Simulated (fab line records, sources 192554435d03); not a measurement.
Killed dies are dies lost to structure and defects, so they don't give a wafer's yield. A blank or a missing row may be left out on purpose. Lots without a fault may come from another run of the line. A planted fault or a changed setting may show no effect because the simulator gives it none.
Which tool did it? | flow n5_finfet | 24 lots, 72 wafers sampled, at 6 steps of a route of 1938

WHAT THE GAUGES READ, wafer by wafer
N5_BEOL_M12_RS_MEAS_54: measures by four-point-probe. Usual: M12_RS 0.0606 ohm/sq, standard deviation 0.0013.
lot  | measured     | on            | M12_RS (ohm/sq)      | flag
L074 | day 11 11:19 | film_metro-01 | 0.0616 0.0601 0.0617 |
L075 | day 11 17:43 | film_metro-01 | 0.0599 0.0612 0.0622 |
L078 | day 12 09:28 | film_metro-02 | 0.0588 0.0595 0.0593 |
L076 | day 12 13:27 | film_metro-02 | 0.0624 0.0620 0.0613 |
L081 | day 12 19:41 | film_metro-01 | 0.0611 0.0601 0.0609 |
L079 | day 13 00:22 | film_metro-02 | 0.0583 0.0589 0.0595 |
L080 | day 13 00:38 | film_metro-02 | 0.0590 0.0593 0.0596 |
L077 | day 13 01:28 | film_metro-01 | 0.0594 0.0588 0.0592 |
L082 | day 13 10:18 | film_metro-01 | 0.0605 0.0623 0.0620 |
L083 | day 13 14:26 | film_metro-01 | 0.0594 0.0629 0.0608 |
L084 | day 13 14:45 | film_metro-02 | 0.0591 0.0593 0.0594 |
L085 | day 13 21:26 | film_metro-02 | 0.0591 0.0626 0.0593 |
L086 | day 14 04:52 | film_metro-02 | 0.0587 0.0614 0.0627 |
L087 | day 14 06:35 | film_metro-02 | 0.0589 0.0588 0.0615 |
L088 | day 15 00:41 | film_metro-01 | 0.0584 0.0591 0.0616 |
L089 | day 15 08:31 | film_metro-02 | 0.0627 0.0590 0.0587 |
L091 | day 15 12:37 | film_metro-01 | 0.0585 0.0599 0.0613 |
L093 | day 15 18:40 | film_metro-02 | 0.0593 0.0597 0.0607 |
L090 | day 15 20:19 | film_metro-01 | 0.0598 0.0605 0.0595 |
L092 | day 15 21:47 | film_metro-01 | 0.0601 0.0631 0.0608 |
L094 | day 16 00:54 | film_metro-02 | 0.0624 0.0614 0.0601 |
L095 | day 17 00:50 | film_metro-01 | 0.0631 0.0612 0.0622 |
L097 | day 17 07:20 | film_metro-02 | 0.0605 0.0615 0.0618 |
L096 | day 17 07:55 | film_metro-02 | 0.0614 0.0615 0.0592 |

N5_BEOL_M13_INSPECT_12: inspects for defects (macro). Usual: raw_defect_count 1.8, standard deviation 1.3.
lot  | measured     | on                | raw_defect_count | flag
L074 | day 11 11:53 | defect_inspect-01 | 2 1 8            |
L075 | day 11 18:17 | defect_inspect-01 | 0 0 1            |
L078 | day 12 10:10 | defect_inspect-01 | 1 3 3            |
L076 | day 12 14:09 | defect_inspect-02 | 1 2 0            |
L081 | day 12 20:15 | defect_inspect-01 | 0 3 3            |
L079 | day 13 00:56 | defect_inspect-02 | 2 2 3            |
L080 | day 13 01:20 | defect_inspect-02 | 1 2 1            |
L077 | day 13 02:10 | defect_inspect-01 | 1 0 3            |
L082 | day 13 11:01 | defect_inspect-02 | 2 4 2            |
L083 | day 13 15:00 | defect_inspect-02 | 3 2 3            |
L084 | day 13 15:19 | defect_inspect-02 | 4 1 3            |
L085 | day 13 22:01 | defect_inspect-01 | 0 1 3            |
L086 | day 14 05:26 | defect_inspect-02 | 2 2 2            |
L087 | day 14 07:09 | defect_inspect-02 | 0 2 1            |
L088 | day 15 01:23 | defect_inspect-02 | 2 3 2            |
L089 | day 15 09:05 | defect_inspect-02 | 3 2 1            |
L091 | day 15 13:19 | defect_inspect-02 | 2 1 4            |
L093 | day 15 19:14 | defect_inspect-01 | 2 5 2            |
L090 | day 15 21:00 | defect_inspect-01 | 2 2 0            |
L092 | day 15 22:29 | defect_inspect-02 | 2 0 3            |
L094 | day 16 01:32 | defect_inspect-01 | 1 0 1            |
L095 | day 17 01:32 | defect_inspect-02 | 2 1 0            |
L097 | day 17 07:55 | defect_inspect-02 | 3 2 1            |
L096 | day 17 08:29 | defect_inspect-01 | 1 1 3            |

N5_BEOL_M14_OVL_MEAS_11. Usual: V13_OVL -3 nm, standard deviation 5.8.
lot  | measured     | on         | V13_OVL (nm) | flag
L074 | day 11 16:35 | overlay-02 | -9 -8 -14    |
L075 | day 11 23:35 | overlay-01 | -7 -3 4      |
L078 | day 12 14:40 | overlay-02 | 1 -2 0       |
L076 | day 12 19:26 | overlay-01 | -9 -8 -7     |
L081 | day 13 03:37 | overlay-02 | -1 -3 -2     |
L079 | day 13 07:17 | overlay-02 | -8 -4 -20    |
L080 | day 13 07:19 | overlay-01 | 1 -1 -9      |
L077 | day 13 08:19 | overlay-01 | 5 0 -5       |
L082 | day 13 17:13 | overlay-01 | 3 -1 4       |
L083 | day 13 21:19 | overlay-01 | -7 -3 -8     |
L084 | day 13 21:35 | overlay-02 | 2 -17 -4     |
L085 | day 14 04:59 | overlay-02 | 5 1 3        |
L086 | day 14 10:14 | overlay-01 | 8 -8 -4      |
L087 | day 14 11:17 | overlay-02 | -2 -10 -3    |
L088 | day 15 10:26 | overlay-01 | 1 -11 -6     |
L089 | day 15 13:51 | overlay-01 | -10 -12 -12  |
L091 | day 15 17:20 | overlay-01 | -4 -1 2      |
L093 | day 16 06:31 | overlay-02 | 2 8 -6       |
L090 | day 16 05:12 | overlay-01 | -3 6 1       |
L092 | day 16 06:41 | overlay-02 | -7 -11 4     |
L094 | day 16 07:04 | overlay-01 | -2 4 -6      |
L095 | day 17 09:56 | overlay-01 | 6 10 3       |
L097 | day 17 12:56 | overlay-01 | 9 1 2        |
L096 | day 17 14:11 | overlay-02 | 2 3 2        |

WHICH TOOL RAN EACH LOT (tool, then ch and the chambers of the sampled wafers, then the start)
lot  | N5_BEOL_M12_DEP_53              | N5_BEOL_M13_STRIP_37                 | N5_BEOL_M13_ETCH_38
L074 | pecvd-04 ch 0,1,2, day 11 11:15 | plasma_asher-01 ch 0,1, day 11 13:29 | rie_diel-03 ch 0,1,2, day 11 14:12
L075 | pecvd-01 ch 0,1,2, day 11 17:39 | plasma_asher-01 ch 0,1, day 11 20:00 | rie_diel-05 ch 1,3, day 11 21:07
L078 | pecvd-04 ch 1,2, day 12 09:24   | plasma_asher-02 ch 0,1, day 12 11:52 | rie_diel-05 ch 0,2,3, day 12 12:10
L076 | pecvd-01 ch 0,1, day 12 13:23   | plasma_asher-02 ch 1, day 12 15:52   | rie_diel-03 ch 1,2,3, day 12 17:16
L081 | pecvd-02 ch 1,2, day 12 19:37   | plasma_asher-02 ch 0,1, day 12 22:15 | rie_diel-05 ch 0,2,3, day 12 23:46
L079 | pecvd-04 ch 0,1, day 13 00:19   | plasma_asher-02 ch 0,1, day 13 03:01 | rie_diel-01 ch 0,1, day 13 04:44
L080 | pecvd-01 ch 1,2, day 13 00:35   | plasma_asher-02 ch 0,1, day 13 03:20 | rie_diel-03 ch 0,3, day 13 05:02
L077 | pecvd-01 ch 0,1, day 13 01:24   | plasma_asher-02 ch 0,1, day 13 03:53 | rie_diel-01 ch 1,3, day 13 05:19
L082 | pecvd-02 ch 1,2, day 13 10:14   | plasma_asher-02 ch 0,1, day 13 12:38 | rie_diel-05 ch 1,2,3, day 13 14:53
L083 | pecvd-01 ch 0,1,2, day 13 14:22 | plasma_asher-02 ch 0,1, day 13 17:17 | rie_diel-03 ch 0,2,3, day 13 19:01
L084 | pecvd-04 ch 1,2, day 13 14:41   | plasma_asher-01 ch 0,1, day 13 17:25 | rie_diel-03 ch 0,2,3, day 13 19:10
L085 | pecvd-02 ch 1,2, day 13 21:22   | plasma_asher-02 ch 0,1, day 13 23:55 | rie_diel-05 ch 0,3, day 14 02:40
L086 | pecvd-01 ch 0,1,2, day 14 04:48 | plasma_asher-02 ch 0,1, day 14 07:06 | rie_diel-01 ch 1,2,3, day 14 07:32
L087 | pecvd-01 ch 1,2, day 14 06:31   | plasma_asher-01 ch 0,1, day 14 08:45 | rie_diel-03 ch 0,3, day 14 09:00
L088 | pecvd-01 ch 0,1,2, day 15 00:37 | plasma_asher-01 ch 0, day 15 02:58   | rie_diel-05 ch 0,1,3, day 15 08:13
L089 | pecvd-01 ch 0,1,2, day 15 08:26 | plasma_asher-02 ch 0, day 15 10:40   | rie_diel-05 ch 0,1,2, day 15 11:32
L091 | pecvd-04 ch 0,2, day 15 12:33   | plasma_asher-02 ch 0,1, day 15 15:02 | rie_diel-03 ch 1,2,3, day 15 15:07
L093 | pecvd-02 ch 1,2, day 15 18:36   | plasma_asher-02 ch 0,1, day 15 20:52 | rie_diel-05 ch 0,1,2, day 16 04:13
L090 | pecvd-04 ch 0,2, day 15 20:14   | plasma_asher-01 ch 0,1, day 15 22:37 | rie_diel-03 ch 1,3, day 16 02:28
L092 | pecvd-01 ch 0,1, day 15 21:43   | plasma_asher-01 ch 0,1, day 16 00:05 | rie_diel-05 ch 0,2, day 16 04:19
L094 | pecvd-02 ch 0,1,2, day 16 00:50 | plasma_asher-01 ch 0,1, day 16 03:11 | rie_diel-03 ch 1,2,3, day 16 04:28
L095 | pecvd-04 ch 1,2, day 17 00:47   | plasma_asher-01 ch 0,1, day 17 03:16 | rie_diel-05 ch 0,1,3, day 17 07:20
L097 | pecvd-01 ch 0,1,2, day 17 07:16 | plasma_asher-01 ch 0,1, day 17 09:46 | rie_diel-05 ch 1,2,3, day 17 10:50
L096 | pecvd-02 ch 0,2, day 17 07:50   | plasma_asher-02 ch 0,1, day 17 10:33 | rie_diel-01 ch 0,3, day 17 11:14
- N5_BEOL_M12_DEP_53: deposits SiCN from 3MS/NH3, target thk 30 nm, time 10.5 s.
- N5_BEOL_M13_STRIP_37: strips in N2/H2.
- N5_BEOL_M13_ETCH_38: etches SiCN in CF4/N2, target depth 67.5 nm, time 71.9 s.

WHAT THE TOOLS THEMSELVES READ (means of the sampled wafers that have a number; where no wafer has one, the mark that the record gives instead)
N5_BEOL_M12_DEP_53. Usual: showerhead_plenum_p_Torr 4.158 Torr, standard deviation 0.014; throttle_valve_pct 17.9 %, standard deviation 0.57.
lot  | tool     | showerhead_plenum_p_Torr (Torr) | throttle_valve_pct (%) | flag
L074 | pecvd-04 | 4.151                           | 18.0                   |
L075 | pecvd-01 | 4.162                           | 17.9                   |
L078 | pecvd-04 | 4.140                           | 17.8                   |
L076 | pecvd-01 | 4.155                           | 18.0                   |
L081 | pecvd-02 | 4.162                           | 17.8                   |
L079 | pecvd-04 | 4.142                           | 18.3                   |
L080 | pecvd-01 | 4.164                           | 17.9                   |
L077 | pecvd-01 | 4.160                           | 18.1                   |
L082 | pecvd-02 | 4.161                           | 17.7                   |
L083 | pecvd-01 | 4.166                           | 17.9                   |
L084 | pecvd-04 | 4.143                           | 17.2                   |
L085 | pecvd-02 | 4.156                           | 17.8                   |
L086 | pecvd-01 | 4.162                           | 18.0                   |
L087 | pecvd-01 | 4.157                           | 18.1                   |
L088 | pecvd-01 | 4.163                           | 18.0                   |
L089 | pecvd-01 | 4.164                           | 18.1                   |
L091 | pecvd-04 | 4.154                           | 17.2                   |
L093 | pecvd-02 | 4.159                           | 18.0                   |
L090 | pecvd-04 | 4.159                           | 17.1                   |
L092 | pecvd-01 | 4.157                           | 18.2                   |
L094 | pecvd-02 | 4.155                           | 17.6                   |
L095 | pecvd-04 | 4.145                           | 17.3                   |
L097 | pecvd-01 | 4.161                           | 18.2                   |
L096 | pecvd-02 | 4.149                           | 17.7                   |

N5_BEOL_M13_STRIP_37. Usual: drypump_motor_current_A 5.6 A, standard deviation 0.4; heater_power_w 354 W, standard deviation 25; oes_product_au 0.785 a.u., standard deviation 0.011.
lot  | tool            | drypump_motor_current_A (A) | heater_power_w (W) | oes_product_au (a.u.) | flag
L074 | plasma_asher-01 | 6.0                         | 374                | 0.780                 |
L075 | plasma_asher-01 | 6.0                         | 377                | 0.791                 |
L078 | plasma_asher-02 | 5.3                         | 349                | 0.782                 |
L076 | plasma_asher-02 | 5.8                         | 320                | 0.787                 |
L081 | plasma_asher-02 | 5.6                         | 336                | 0.777                 |
L079 | plasma_asher-02 | 5.4                         | 351                | 0.787                 |
L080 | plasma_asher-02 | 5.3                         | 353                | 0.790                 |
L077 | plasma_asher-02 | 5.5                         | 337                | 0.790                 |
L082 | plasma_asher-02 | 5.6                         | 335                | 0.773                 |
L083 | plasma_asher-02 | 5.5                         | 335                | 0.782                 |
L084 | plasma_asher-01 | 6.0                         | 374                | 0.786                 |
L085 | plasma_asher-02 | 5.5                         | 338                | 0.777                 |
L086 | plasma_asher-02 | 5.6                         | 336                | 0.792                 |
L087 | plasma_asher-01 | 6.0                         | 377                | 0.772                 |
L088 | plasma_asher-01 | 5.5                         | 356                | 0.795                 |
L089 | plasma_asher-02 | 5.1                         | 362                | 0.781                 |
L091 | plasma_asher-02 | 5.4                         | 347                | 0.789                 |
L093 | plasma_asher-02 | 5.4                         | 349                | 0.790                 |
L090 | plasma_asher-01 | 6.0                         | 376                | 0.782                 |
L092 | plasma_asher-01 | 5.8                         | 367                | 0.785                 |
L094 | plasma_asher-01 | 6.0                         | 374                | 0.787                 |
L095 | plasma_asher-01 | 6.0                         | 377                | 0.789                 |
L097 | plasma_asher-01 | 5.7                         | 368                | 0.789                 |
L096 | plasma_asher-02 | 5.5                         | 337                | 0.785                 |

N5_BEOL_M13_ETCH_38. Usual: drypump_motor_current_A 5.8 A, standard deviation 0.52; oes_product_au 0.79 a.u., standard deviation 0.078; rf_vpp_V 382.1 V, standard deviation 1.9; showerhead_plenum_p_Torr 2.19 Torr, standard deviation 0.073; throttle_valve_pct 15.37 %, standard deviation 0.23.
lot  | tool        | drypump_motor_current_A (A) | oes_product_au (a.u.) | rf_vpp_V (V) | showerhead_plenum_p_Torr (Torr) | throttle_valve_pct (%) | flag
L074 | rie_diel-03 | 6.2                         | 0.77                  | 382.2        | 2.20                            | 15.42                  |
L075 | rie_diel-05 | 5.8                         | 0.78                  | 383.4        | 2.27                            | 15.55                  |
L078 | rie_diel-05 | 5.3                         | 0.73                  | 380.9        | 2.17                            | 15.56                  |
L076 | rie_diel-03 | 6.3                         | 0.78                  | 384.1        | 2.24                            | 15.39                  |
L081 | rie_diel-05 | 5.3                         | 0.73                  | 380.8        | 2.17                            | 15.56                  |
L079 | rie_diel-01 | 5.4                         | 0.83                  | 382.1        | 2.15                            | 15.17                  |
L080 | rie_diel-03 | 6.2                         | 0.81                  | 383.9        | 2.24                            | 15.33                  |
L077 | rie_diel-01 | 5.6                         | 0.80                  | 381.7        | 2.19                            | 15.25                  |
L082 | rie_diel-05 | 5.6                         | 0.80                  | 383.1        | 2.22                            | 15.41                  |
L083 | rie_diel-03 | 6.1                         | 0.79                  | 383.1        | 2.24                            | 15.36                  |
L084 | rie_diel-03 | 6.1                         | 0.79                  | 383.3        | 2.24                            | 15.36                  |
L085 | rie_diel-05 | 5.3                         | 0.68                  | 381.0        | 2.15                            | 15.61                  |
L086 | rie_diel-01 | 5.6                         | 0.81                  | 382.0        | 2.18                            | 15.25                  |
L087 | rie_diel-03 | 6.2                         | 0.81                  | 382.3        | 2.24                            | 15.36                  |
L088 | rie_diel-05 | 5.6                         | 0.75                  | 382.5        | 2.20                            | 15.46                  |
L089 | rie_diel-05 | 5.3                         | 0.78                  | 380.8        | 2.15                            | 15.28                  |
L091 | rie_diel-03 | 6.3                         | 0.76                  | 383.3        | 2.23                            | 15.43                  |
L093 | rie_diel-05 | 5.4                         | 0.78                  | 381.0        | 2.15                            | 15.30                  |
L090 | rie_diel-03 | 6.5                         | 0.77                  | 383.8        | 2.27                            | 15.38                  |
L092 | rie_diel-05 | 5.1                         | 0.71                  | 379.7        | 2.10                            | 15.46                  |
L094 | rie_diel-03 | 6.3                         | 0.75                  | 383.0        | 2.23                            | 15.45                  |
L095 | rie_diel-05 | 5.6                         | 0.82                  | 382.0        | 2.20                            | 15.35                  |
L097 | rie_diel-05 | 5.6                         | 0.86                  | 382.8        | 2.20                            | 15.32                  |
L096 | rie_diel-01 | 5.9                         | 0.80                  | 383.0        | 2.20                            | 15.42                  |

THE ANSWER, worked out from the rows above alone
Rule: a lot is off if the mean of its wafers that have a number lies more than 3 standard deviations from the usual mean. A lot without any number at a reading at which 4 lots or more have one is off too. The other lots that the step has rows for count as sound. The gauges are gone through in route order, then the tools' own readings, and for those a lot's mean is taken as printed above. The first step at which some lot is off is used, and at that step the reading that is off furthest; a lot without a number counts as furthest.
No lot is off at any reading shown: from this, nothing can be told.

WHAT THE SIMULATOR HAD PUT IN
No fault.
